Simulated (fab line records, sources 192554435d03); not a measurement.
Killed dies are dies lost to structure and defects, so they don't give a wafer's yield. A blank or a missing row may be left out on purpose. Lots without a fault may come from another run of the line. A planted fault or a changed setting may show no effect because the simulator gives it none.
A struck lot beside a sound one | flow n5_finfet | 15 steps out of a route of 1938
Sound: wafers L218.2, L218.5, L218.6. Struck: wafers L231.4, L231.5. The cause comes at the end.
At each step with rows: each side's tool, then ch and its chambers, then its first start. Under that, the readings that differ: sound wafers | struck wafers | difference of the means | sigmas: that difference in standard deviations of wafers without a fault.
alike: readings whose means differ by less than 2 such deviations, and words and numbers that are the same on both sides. not compared: withheld readings, readings that some wafer has no value for, bounds like >300 that may hide the same value, and numbers for which the record gives no deviation and whose values overlap.
The two part at a step that has a row with sigmas, a row that says differs or no value, or rows on one side only. Numbers that don't overlap but have no deviation are shown without sigmas and don't part them. A reading that every wafer of one side lacks parts them only if that side has two wafers or more.

first, 8 steps without rows for these wafers: N5_BEOL_M9_COAT_59 (time 60 s, resist thk 100 nm); N5_BEOL_M9_COAT_60 (time 60 s, resist thk 30 nm); N5_BEOL_M9_COAT_05 (resist thk 90 nm); N5_BEOL_M9_EBR_07; N5_BEOL_M9_SOFTBAKE_06 (time 60 s); N5_BEOL_M9_EXPOSE_08 (exposes mask M9); N5_BEOL_M9_PEB_09 (peb time 60 s); N5_BEOL_M9_DEVELOP_10 (develop time 30 s).
N5_BEOL_M9_CD_MEAS_11: target cd 64.1 nm.
  sound on cd_sem-02 ch 0, day 12 02:16; struck on cd_sem-01 ch 0, day 15 17:47
  alike: cd_nm
N5_BEOL_M9_OVL_MEAS_12:
  sound on overlay-02 ch 0, day 12 02:17; struck on overlay-02 ch 0, day 15 17:49
  alike: M9_OVL
N5_BEOL_M9_INSPECT_13: inspects for defects (brightfield).
  sound on defect_inspect-02, day 12 02:19; struck on defect_inspect-02, day 15 17:50
  alike: raw_defect_count
N5_BEOL_M9_DESCUM_16: chemistry O2, time 7.9 s.
  sound on rie_diel-06 ch 1,2,3, day 12 02:39; struck on rie_diel-06 ch 0,3, day 15 17:59
  alike: drypump_motor_current_A, oes_product_au, rf_vpp_V, showerhead_plenum_p_Torr, throttle_valve_pct
  not compared: rf_hours_counter_h
N5_BEOL_M9_ETCH_61: etches SiARC in CF4, target depth 39 nm, time 65 s.
  sound on rie_diel-06 ch 1,2,3, day 12 02:41; struck on rie_diel-06 ch 0,3, day 15 18:01
  reading                | sound             | struck      | difference | sigmas
  etch_rf_on_time_s (s)  | 65.0 65.5 63.9    | 48.2 47.4   | -17.0      | -8
  throttle_valve_pct (%) | 15.72 15.35 15.12 | 15.76 16.17 | +0.57      | +2
  alike: drypump_motor_current_A, oes_product_au, rf_vpp_V, showerhead_plenum_p_Torr
  not compared: rf_hours_counter_h
N5_BEOL_M9_ETCH_62: etches SOC in N2/H2, target depth 110 nm, overetch 22 nm, time 165 s.
  sound on rie_diel-06 ch 1,2,3, day 12 02:44; struck on rie_diel-06 ch 0,3, day 15 18:04
  alike: drypump_motor_current_A, oes_product_au, rf_vpp_V, showerhead_plenum_p_Torr, throttle_valve_pct
  not compared: rf_hours_counter_h
-- the record jumps here: 3 days lie between the struck wafers' starts before and after (it left off in module BEOL_M9 and takes up again in module PASSIVATION, whose first step shown is number 1936 of the route) --
N5_PASSIVATION_PROBE_49:
  sound on prober-02, day 14 21:07; struck on prober-02, day 18 23:07
  alike: defect_limited_yield, killed_at_M0_to_M3, killed_at_M4_up, killed_at_contacts, killed_at_front_end, killed_at_other, killed_dies, killed_open, killed_short, sort_bin_4_leakage, sort_bin_5_function, sort_bin_6_memory, sort_n_pass, sort_yield_pct

WHERE THEY PART
Only at N5_BEOL_M9_ETCH_61, within this record. Later steps at which nothing parts them and some readings are alike: N5_BEOL_M9_ETCH_62, N5_PASSIVATION_PROBE_49.

WHY: what the simulator had put in
Process parameter drift: rie_diel-06, from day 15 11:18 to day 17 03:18, at N5_BEOL_M9_ETCH_61. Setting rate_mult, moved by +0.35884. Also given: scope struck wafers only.
